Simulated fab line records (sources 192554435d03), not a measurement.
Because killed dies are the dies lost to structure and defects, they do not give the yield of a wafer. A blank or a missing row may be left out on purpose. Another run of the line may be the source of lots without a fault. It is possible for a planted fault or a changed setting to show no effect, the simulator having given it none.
Which of the tools did it?    flow n5_finfet    Sampling: 11 lots, 32 wafers, 3 of 1938 route steps

## WHAT THE GAUGES READ, wafer by wafer
N5_BEOL_M10_INSPECT_58: inspects for defects (darkfield). Usual: 72 for raw_defect_count, sd 23.
lot   measured      on                 raw_defect_count  flag
L888  day 9 18:59   defect_inspect-01  43 82 93          
L890  day 10 11:01  defect_inspect-02  73 51 68          
L893  day 10 19:02  defect_inspect-02  50 90 68          
L892  day 10 19:39  defect_inspect-02  62 92 47          
L895  day 11 14:17  defect_inspect-02  130 83 78         
L896  day 11 20:25  defect_inspect-02  64 52 71          
L898  day 12 11:35  defect_inspect-01  60 83 31          
L897  day 12 14:33  defect_inspect-01  55 53 71          
L906  day 14 15:35  defect_inspect-02  59 51             
L909  day 15 15:20  defect_inspect-01  109 96 43         
L911  day 15 22:42  defect_inspect-02  113 76 83         

N5_BEOL_M11_OVL_MEAS_12. Usual: M11_OVL 0.4 nm, standard deviation 0.79.
lot   measured      on          M11_OVL (nm)   flag
L888  day 9 20:45   overlay-02  0.2 0.8 1.9    
L890  day 10 12:11  overlay-01  -0.4 0.1 0.7   
L893  day 10 22:02  overlay-02  -0.4 0.0 0.0   
L892  day 10 23:44  overlay-02  0.3 1.3 1.3    
L895  day 11 16:02  overlay-01  0.2 -0.4 0.4   
L896  day 11 23:31  overlay-01  0.8 -0.5 -0.3  
L898  day 12 13:49  overlay-01  0.4 0.0 0.7    
L897  day 12 19:49  overlay-02  -0.4 0.4 -0.1  
L906  day 14 18:28  overlay-01  1.2 0.3        
L909  day 15 17:34  overlay-01  1.2 1.2 -0.2   
L911  day 16 00:22  overlay-02  0.9 0.5 0.8    

## EACH LOT AND THE TOOL THAT RAN IT (in order: tool; ch and the chambers of the sampled wafers; start)
lot   N5_BEOL_M11_HM_DEP_02
L888  pvd_sputter-02, day 9 20:21
L890  pvd_sputter-01, day 10 11:47
L893  pvd_sputter-03, day 10 21:38
L892  pvd_sputter-02, day 10 23:12
L895  pvd_sputter-03, day 11 15:30
L896  pvd_sputter-01, day 11 23:07
L898  pvd_sputter-03, day 12 13:25
L897  pvd_sputter-01, day 12 19:17
L906  pvd_sputter-03, day 14 18:04
L909  pvd_sputter-01, day 15 17:10
L911  pvd_sputter-01, day 15 23:50
- N5_BEOL_M11_HM_DEP_02: deposits TiN, target thk 20 nm.

## WHAT THE TOOLS THEMSELVES READ (means of the sampled wafers that have a number; where no wafer has one, the mark that the record gives instead)
N5_BEOL_M11_HM_DEP_02. Usual: 30.5 % for throttle_valve_pct, sd 0.85.
lot   tool            throttle_valve_pct (%)  flag
L888  pvd_sputter-02  30.1                    
L890  pvd_sputter-01  31.1                    
L893  pvd_sputter-03  30.3                    
L892  pvd_sputter-02  30.4                    
L895  pvd_sputter-03  29.6                    
L896  pvd_sputter-01  30.9                    
L898  pvd_sputter-03  29.6                    
L897  pvd_sputter-01  31.1                    
L906  pvd_sputter-03  30.4                    
L909  pvd_sputter-01  30.7                    
L911  pvd_sputter-01  30.9                    

## THE ANSWER, worked out from the rows above alone
Rule: take the mean of a lot's wafers that have a number; if it is more than 3 standard deviations from the usual mean, the lot is off. Also off: a lot with no number at a reading for which 4 or more lots have one. The other lots that the step has rows for count as sound. Order of review: gauges by route order, followed by the tools' own readings, for which a lot's mean as printed above is used. The first step at which some lot is off is used, and at that step the reading that is off furthest; a lot without a number counts as furthest.
No lot is off at any reading shown: from this, nothing can be told.

## WHAT WAS PUT IN BY THE SIMULATOR
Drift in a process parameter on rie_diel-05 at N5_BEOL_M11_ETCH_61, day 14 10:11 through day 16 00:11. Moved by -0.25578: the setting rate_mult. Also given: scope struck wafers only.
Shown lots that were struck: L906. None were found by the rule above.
